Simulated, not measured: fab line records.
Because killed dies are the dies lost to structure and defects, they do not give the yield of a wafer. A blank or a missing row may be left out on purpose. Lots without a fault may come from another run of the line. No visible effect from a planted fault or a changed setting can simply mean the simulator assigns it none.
Matching of chambers | flow n5_finfet | N5_MOL_CONTACT_COAG_CMP_52 on cmp-02: 4 sister chambers
The step polishes, stops on SiO2, t overpolish 1.5 s, target thk 66.5 nm. 4 wafers are shown with their chamber, then 10 later ones without.

## WAFERS WITH THEIR CHAMBER
wafer  | chamber | motor_current_A (A)
L086.6 | 1       | 10.3
L087.6 | 3       | 12.1
L088.1 | 0       | 13.3
L088.3 | 2       | 11.0

## WAFERS WHOSE CHAMBER IS MISSING
wafer  | motor_current_A (A)
L088.4 | 12.6
L088.2 | 10.3
L088.5 | 12.3
L088.6 | 12.2
L092.4 | 10.2
L092.5 | 11.2
L092.6 | 10.2
L096.3 | 10.7
L096.5 | 9.9
L096.6 | 13.7

## WHICH CHAMBER EACH ONE RAN IN
wafer  | from the rows above     | in truth
L088.4 | can't be placed: 3 or 0 | 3
L088.2 | 1                       | 1
L088.5 | 3                       | 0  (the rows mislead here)
L088.6 | 3                       | 3
L092.4 | 1                       | 1
L092.5 | 2                       | 2
L092.6 | 1                       | 1
L096.3 | can't be placed: 2 or 1 | 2
L096.5 | 1                       | 1
L096.6 | 0                       | 0
Placed correctly: 7 of 10. Cannot be placed on the basis of these rows: 2; the candidates contain the true chamber in 2. 1 placed wrongly.
How it was worked out, from the rows above alone: a wafer's distance from a chamber is the root of the sum, over the readings, of the square of ((its reading less the chamber's mean) divided by the reading's scatter). The wafer belongs to the nearest chamber; if the next one is less than 2 further off, it can't be placed. The mean given for a chamber averages the wafers shown for that chamber. The scatter (one wafer shown for each chamber): square how far every hidden wafer sits from the nearest shown wafer, average those squares and take the square root.
